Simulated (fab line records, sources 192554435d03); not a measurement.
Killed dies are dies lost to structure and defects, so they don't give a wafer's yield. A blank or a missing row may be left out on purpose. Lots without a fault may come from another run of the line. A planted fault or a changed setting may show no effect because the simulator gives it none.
One fault seen from 2 desks | flow n5_finfet | each desk has only its own numbers; what lay behind them comes last

THE DEFECT DESK
What the inspections along the route counted, lot by lot: means of the sampled wafers that have a number. A lot is out of limits, marked OUT, if its mean lies more than 4 standard deviations from the usual mean; the brackets give that distance.
Columns: A = raw_defect_count at N5_BEOL_M14_INSPECT_55, usual 69
lot  | first seen here | A
L698 | day 11 12:01    | 35
L699 | day 11 13:32    | 53
L702 | day 12 05:22    | 53
L706 | day 13 05:26    | 45
L707 | day 13 06:17    | 47
L708 | day 13 14:38    | 43
L709 | day 13 18:02    | 76
L713 | day 14 14:05    | 64
L711 | day 14 18:28    | 108
L719 | day 17 03:00    | 101
L720 | day 18 05:30    | 64
This desk's finding: nothing out of limits on any of the 11 lots.

THE TOOL OWNER'S DESK: litho_track-02
The tool's own readings at N5_BEOL_M15_COAT_22 (resist thk 800 nm): means of the sampled wafers that have a number, for each lot that ran on this tool. A lot is out of limits, marked OUT, if its mean lies more than 4 standard deviations from the usual mean; the brackets give that distance.
Columns: A = dispense_pressure_kPa at N5_BEOL_M15_COAT_22, usual 48 kPa; B = spin_speed_rpm at N5_BEOL_M15_COAT_22, usual 1704.0 rpm
lot  | first seen here | A  | B
L699 | day 11 15:58    | 47 | 1703.6
L702 | day 12 07:17    | 47 | 1703.8
L713 | day 14 16:07    | 47 | 1775.7 (+55) OUT
L711 | day 14 20:22    | 47 | 1774.9 (+55) OUT
L720 | day 18 07:19    | 47 | 1702.8
This desk's finding: out of limits on L711, L713; first on L713, day 14 16:07 (spin_speed_rpm at N5_BEOL_M15_COAT_22). In limits: L699, L702, L720.

PUT TOGETHER
The tool owner's desk could have raised an alarm at day 14 16:07, on L711, L713.
The defect desk saw nothing out of limits.
The defect desk has L711, L713 on record, within its limits.
Of the lots named, all ran N5_BEOL_M15_COAT_22 on litho_track-02.

WHAT THE SIMULATOR HAD PUT IN
Process parameter drift: litho_track-02, from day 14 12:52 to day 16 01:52, at N5_BEOL_M15_COAT_22. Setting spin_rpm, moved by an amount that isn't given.
Lots struck among those shown: L711, L713.
Hours from the fault's start to each desk's first reading out of limits: the tool owner's desk, 3.
